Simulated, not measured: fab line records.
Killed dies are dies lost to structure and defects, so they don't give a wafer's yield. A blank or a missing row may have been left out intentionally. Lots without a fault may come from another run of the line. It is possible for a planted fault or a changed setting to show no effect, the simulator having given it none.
Comparing a struck lot with a sound one || flow n5_finfet || 17 steps out of a route of 1938
Sound: these wafers, L504.1, L504.4, L504.6. Struck: wafer L520.5. (L520.6 of the same lot was not struck and is left out.) The cause comes at the end.
For every step that has rows: the tool of each side, followed by ch and its chambers, followed by its first start. Under that, the readings that differ: sound wafers || struck wafers || difference of the means || sigmas: that difference in standard deviations of wafers without a fault.
alike: a reading whose means differ by less than 2 such deviations, as well as words and numbers matching on both sides. not compared: withheld readings; readings where some wafer has no value; bounds like >300 that might hide an equal value; numbers whose values overlap and for which the record gives no deviation.
A row with sigmas, a row that says differs or no value, or rows on one side alone: a step with any of these is where the two part. Numbers that have no deviation but don't overlap get no sigmas and don't part them. A reading missing from all wafers of one side parts the sides only when that side holds two or more wafers.

N5_FIN_CUT_OVL_MEAS_09:
  sound on overlay-01 ch 0, day 2 09:53; struck on overlay-01 ch 0, day 6 08:35
{"reading": "FIN_CUT_OVL (nm)", "sound": "-2.1 -1.1 -1.2", "struck": 0.4, "difference": "+1.9", "sigmas": "+2"}
N5_FIN_CUT_INSPECT_10: inspects for defects (brightfield).
  struck on defect_inspect-01, day 6 08:37; sound on defect_inspect-02, day 2 09:57
  alike: raw_defect_count
N5_FIN_CUT_DESCUM_13: chemistry O2, time 7 s.
  sound on rie_diel-01 ch 0,1,2, day 2 09:59; struck on rie_diel-06 ch 2, day 6 08:42
  alike: drypump_motor_current_A, o2_flow_sccm, oes_product_au, rf_vpp_V, showerhead_plenum_p_Torr, throttle_valve_pct
  not compared: rf_hours_counter_h
then, 1 step without rows for these wafers: N5_FIN_CUT_ETCH_30 (etches underlayer in N2/H2, target depth 13 nm, time 10.4 s).
N5_FIN_CUT_ETCH_20: etches SiARC in CF4, target depth 26 nm, time 43.3 s.
  sound on rie_diel-01 ch 0,1,2, day 2 10:02; struck on rie_diel-06 ch 2, day 6 08:45
  alike: drypump_motor_current_A, etch_rf_on_time_s, oes_product_au, rf_vpp_V, showerhead_plenum_p_Torr, throttle_valve_pct
  not compared: rf_hours_counter_h
N5_FIN_CUT_ETCH_21: etches SOC in N2/H2, target depth 219 nm, overetch 43.8 nm, time 523.5 s.
  sound on rie_diel-01 ch 0,1,2, day 2 10:04; struck on rie_diel-06 ch 2, day 6 08:55
  alike: drypump_motor_current_A, oes_product_au, rf_vpp_V, showerhead_plenum_p_Torr, throttle_valve_pct
  not compared: rf_hours_counter_h
then, 4 steps without rows for these wafers: N5_FIN_CUT_STRIP_23 (strips in N2/H2); N5_FIN_CUT_STRIP_31 (strips in N2/H2); N5_FIN_CUT_STRIP_24 (strips in CF4); N5_FIN_CUT_CUT_ETCH_26 (etches SiNx in CH3F/O2, target depth 39 nm, time 55.7 s).
N5_FIN_CUT_CUT_ETCH_27: etches SiO2 in CHF3/O2, target depth 4 nm, overetch 2 nm, time 4.9 s.
  sound on rie_diel-01 ch 0,1,2, day 2 10:28; struck on rie_diel-06 ch 2, day 6 09:11
  alike: drypump_motor_current_A, oes_product_au, rf_vpp_V, showerhead_plenum_p_Torr, throttle_valve_pct
  not compared: rf_hours_counter_h
then, 1 step without rows for these wafers: N5_FIN_CUT_PRECLEAN_35 (cleans in vHF, time 13.3 s).
N5_FIN_CUT_CUT_ETCH_15: etches Si in HBr/Cl2/O2, target depth 100 nm, bt time 10 s, time 42.4 s.
  sound on rie_si-06 ch 1,3, day 2 10:37; struck on rie_si-06 ch 1, day 6 09:21
{"reading": "model.etch.depth_nm (nm)", "sound": "99.73 100 100.6", "struck": 84.73, "difference": -15.38, "sigmas": ""}
{"reading": "model.FIN_CUT.feature_depth_nm (nm)", "sound": "99.8 100 100.6", "struck": 84.8, "difference": -15.3, "sigmas": ""}
{"reading": "model.SOC_of_FIN_CUT_COAT_18.thk_nm (nm)", "sound": "170.8 171.6 171", "struck": 176.6, "difference": "+5.5", "sigmas": ""}
  alike: drypump_motor_current_A, he_backside_leak_sccm, oes_product_au, throttle_valve_pct
  not compared: rf_hours_counter_h
N5_FIN_CUT_CUT_ETCH_28: etches Si in HBr/Cl2/O2, target depth 6 nm, time 2.4 s.
  sound on rie_si-06 ch 1,3, day 2 10:40; struck on rie_si-06 ch 1, day 6 09:24
{"reading": "model.SOC_of_FIN_CUT_COAT_18.thk_nm (nm)", "sound": "169 169.8 169.4", "struck": 175, "difference": "+6", "sigmas": ""}
  alike: drypump_motor_current_A, he_backside_leak_sccm, oes_product_au, throttle_valve_pct
  not compared: rf_hours_counter_h
N5_FIN_CUT_STRIP_22: strips in N2/H2.
  sound on rie_diel-06 ch 0,2, day 2 10:44; struck on rie_diel-05 ch 0, day 6 09:28
{"reading": "power_w (W)", "sound": "497.9 498.9 498.3", "struck": 501.7, "difference": "+3.3", "sigmas": "+2"}
{"reading": "rf_vpp_V (V)", "sound": "53.8 48.8 51.8", "struck": 56.4, "difference": "+4.9", "sigmas": "+2"}
  alike: drypump_motor_current_A, oes_product_au, showerhead_plenum_p_Torr, throttle_valve_pct
  not compared: rf_hours_counter_h
-- a jump in the record: the struck wafers' starts before and after are 6 days apart (it breaks off in module FIN_CUT and resumes in module BEOL_M4, where the first step shown is number 1111 of the route) --
N5_BEOL_M4_RC_MEAS_101:
  sound on prober-02 ch 0, day 8 01:38; struck on prober-01 ch 0, day 12 02:11
  alike: DIBL_N, DIBL_P, IOFF_N, IOFF_P, ION_N, ION_P, SS_N, SS_P, VT_N, VT_P
N5_PASSIVATION_PROBE_49:
  rows exist in the record for the sound wafers here (prober-01, day 12 06:15), none for the struck ones

WHERE THEY PART
At N5_FIN_CUT_OVL_MEAS_09 first; at N5_PASSIVATION_PROBE_49 last (within this record only).

WHY: what had been put in by the simulator
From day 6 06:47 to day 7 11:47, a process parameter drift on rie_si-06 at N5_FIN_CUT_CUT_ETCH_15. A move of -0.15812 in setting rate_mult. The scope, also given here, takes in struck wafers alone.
